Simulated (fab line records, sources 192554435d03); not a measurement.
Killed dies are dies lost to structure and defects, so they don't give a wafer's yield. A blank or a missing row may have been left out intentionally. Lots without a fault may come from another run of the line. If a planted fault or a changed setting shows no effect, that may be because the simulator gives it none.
Which tool did it? / flow n5Finfet / 12 lots, 36 wafers sampled, at 3 steps of a route of 1938

== WHAT THE GAUGES SHOWED, per wafer ==
N5_BEOL_M7_CD_MEAS_11 targets a cd of 38.5 nm.
lot=L076; measured=day 9 16:31; on=cdSem-02; cdNm (nm)=38.8 38.4 38.3
lot=L078; measured=day 10 14:47; on=cdSem-01; cdNm (nm)=38.3 38.6 38.0
lot=L083; measured=day 11 14:14; on=cdSem-02; cdNm (nm)=38.9 37.9 38.9
lot=L081; measured=day 11 20:01; on=cdSem-02; cdNm (nm)=38.1 38.2 37.8
lot=L082; measured=day 12 11:17; on=cdSem-03; cdNm (nm)=38.5 38.5 38.4
lot=L087; measured=day 12 12:01; on=cdSem-01; cdNm (nm)=38.4 38.8 38.8
lot=L086; measured=day 13 06:46; on=cdSem-02; cdNm (nm)=38.1 38.1 37.8
lot=L088; measured=day 13 12:08; on=cdSem-02; cdNm (nm)=39.5 39.1 38.7
lot=L091; measured=day 14 10:27; on=cdSem-02; cdNm (nm)=38.7 38.2 38.6
lot=L093; measured=day 14 15:53; on=cdSem-01; cdNm (nm)=38.4 38.5 38.3
lot=L094; measured=day 14 19:55; on=cdSem-03; cdNm (nm)=38.6 38.4 38.6
lot=L097; measured=day 15 19:08; on=cdSem-01; cdNm (nm)=38.4 38.4 38.6

== TOOL THAT RAN EACH LOT (tool first, then ch and the chambers of the sampled wafers, then the start) ==
lot=L076; N5_BEOL_M6_SPUTTER_48=pvdSputter-01, day 9 12:32; N5_BEOL_M6_ANNEAL_51=rtpAnneal-01 ch 0, day 9 12:55
lot=L078; N5_BEOL_M6_SPUTTER_48=pvdSputter-03, day 10 10:35; N5_BEOL_M6_ANNEAL_51=rtpAnneal-02 ch 0, day 10 10:51
lot=L083; N5_BEOL_M6_SPUTTER_48=pvdSputter-02, day 11 11:20; N5_BEOL_M6_ANNEAL_51=rtpAnneal-02 ch 0, day 11 11:32
lot=L081; N5_BEOL_M6_SPUTTER_48=pvdSputter-03, day 11 15:38; N5_BEOL_M6_ANNEAL_51=rtpAnneal-01 ch 0, day 11 15:52
lot=L082; N5_BEOL_M6_SPUTTER_48=pvdSputter-01, day 12 07:39; N5_BEOL_M6_ANNEAL_51=rtpAnneal-02 ch 0, day 12 07:58
lot=L087; N5_BEOL_M6_SPUTTER_48=pvdSputter-01, day 12 08:32; N5_BEOL_M6_ANNEAL_51=rtpAnneal-01 ch 0, day 12 08:50
lot=L086; N5_BEOL_M6_SPUTTER_48=pvdSputter-02, day 13 02:56; N5_BEOL_M6_ANNEAL_51=rtpAnneal-01 ch 0, day 13 03:56
lot=L088; N5_BEOL_M6_SPUTTER_48=pvdSputter-03, day 13 09:21; N5_BEOL_M6_ANNEAL_51=rtpAnneal-02 ch 0, day 13 09:34
lot=L091; N5_BEOL_M6_SPUTTER_48=pvdSputter-03, day 14 07:23; N5_BEOL_M6_ANNEAL_51=rtpAnneal-01 ch 0, day 14 07:35
lot=L093; N5_BEOL_M6_SPUTTER_48=pvdSputter-03, day 14 12:37; N5_BEOL_M6_ANNEAL_51=rtpAnneal-01 ch 0, day 14 12:50
lot=L094; N5_BEOL_M6_SPUTTER_48=pvdSputter-03, day 14 16:59; N5_BEOL_M6_ANNEAL_51=rtpAnneal-01 ch 0, day 14 17:50
lot=L097; N5_BEOL_M6_SPUTTER_48=pvdSputter-03, day 15 14:54; N5_BEOL_M6_ANNEAL_51=rtpAnneal-02 ch 0, day 15 15:16
- N5_BEOL_M6_SPUTTER_48: material Cu, target thk 10 nm, time 1.667 s.
- N5_BEOL_M6_ANNEAL_51: time 90 s.

== THE ANSWER, worked out from the rows above alone ==
Rule: the lots themselves supply what counts as usual. The widest of any qualifying gaps counts: lots, ordered by their means at a reading, are off when they make up no more than a third of the lots, leave a main group of 4 or more, and stand apart from it by 3 or more times the standard deviation of that group's means. A main group whose means are all the same, to the digits that the tables above print for the reading, isn't used. Also off: a lot with no number at a reading for which 4 or more lots have one. All remaining lots with rows at the step are treated as sound.
None of the lots is off at any reading shown; this tells nothing.

== WHAT HAD BEEN PUT IN BY THE SIMULATOR ==
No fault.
